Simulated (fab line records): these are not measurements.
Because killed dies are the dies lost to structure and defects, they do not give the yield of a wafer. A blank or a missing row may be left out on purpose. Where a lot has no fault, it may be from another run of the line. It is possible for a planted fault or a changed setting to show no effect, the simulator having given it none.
Chamber matching | flow n5_finfet | N5_FIN_CUT_STRIP_22 on rie_diel-02: 4 sister chambers
The step strips in N2/H2. 18 wafers are shown with their chamber, then 9 later ones without.

== WAFERS, EACH WITH ITS CHAMBER ==
wafer  | chamber | showerhead_plenum_p_Torr (Torr) | throttle_valve_pct (%) | oes_product_au (a.u.)
L074.1 | 3       | 3.37                            | 18.9                   | 0.80
L074.2 | 0       | 3.46                            | 18.9                   | 0.74
L074.3 | 2       | 3.27                            | 18.4                   | 0.85
L076.1 | 2       | 3.27                            | 18.4                   | 0.80
L076.2 | 0       | 3.46                            | 18.9                   | 0.73
L076.3 | 3       | 3.37                            | 18.9                   | 0.80
L076.4 | 0       | 3.46                            | 19.0                   | 0.72
L076.5 | 2       | 3.27                            | 18.5                   | 0.84
L076.6 | 3       | 3.37                            | 18.9                   | 0.80
L085.1 | 1       | 3.55                            | 19.2                   | 0.84
L085.4 | 0       | 3.45                            | 18.9                   | 0.72
L085.6 | 0       | 3.45                            | 18.9                   | 0.73
L086.1 | 1       | 3.55                            | 19.2                   | 0.85
L086.4 | 0       | 3.45                            | 19.0                   | 0.73
L086.5 | 0       | 3.45                            | 18.9                   | 0.71
L087.3 | 0       | 3.45                            | 19.0                   | 0.71
L087.4 | 1       | 3.55                            | 19.2                   | 0.79
L087.6 | 2       | 3.26                            | 18.4                   | 0.81

SIGNATURES (averages over the wafers above)
reading                  | chamber 0 | chamber 1 | chamber 2 | chamber 3 | scatter within a chamber
showerhead_plenum_p_Torr | 3.4538    | 3.5500    | 3.2675    | 3.3700    | 0.00433
throttle_valve_pct       | 18.938    | 19.200    | 18.425    | 18.900    | 0.0433
oes_product_au           | 0.7238    | 0.8267    | 0.8250    | 0.8000    | 0.018
Rule: a wafer's distance from a chamber is the root of the sum, over the readings, of the square of ((its reading less the chamber's mean) divided by the reading's scatter). The wafer belongs to the nearest chamber; if the next one is less than 2 further off, it can't be placed. The scatter: take each reading less its chamber's mean, square it, sum over the shown wafers, divide by the number of wafers less the number of chambers, and take the root.

== WAFERS WHOSE CHAMBER IS MISSING ==
wafer  | showerhead_plenum_p_Torr (Torr) | throttle_valve_pct (%) | oes_product_au (a.u.)
L091.1 | 3.45                            | 19.0                   | 0.71
L091.4 | 3.36                            | 19.0                   | 0.75
L091.6 | 3.44                            | 19.0                   | 0.70
L094.1 | 3.36                            | 19.0                   | 0.75
L094.4 | 3.25                            | 18.5                   | 0.80
L094.6 | 3.54                            | 19.2                   | 0.79
L095.2 | 3.36                            | 19.0                   | 0.76
L095.3 | 3.44                            | 19.0                   | 0.71
L095.6 | 3.36                            | 19.0                   | 0.76

== EACH ONE'S CHAMBER ==
wafer  | from the rows above | in truth
L091.1 | 0                   | 0
L091.4 | 3                   | 3
L091.6 | 0                   | 0
L094.1 | 3                   | 3
L094.4 | 2                   | 2
L094.6 | 1                   | 1
L095.2 | 3                   | 3
L095.3 | 0                   | 0
L095.6 | 3                   | 3
Placed correctly: 9 of 9. From these rows, 0 cannot be placed. Wrongly placed: 0.
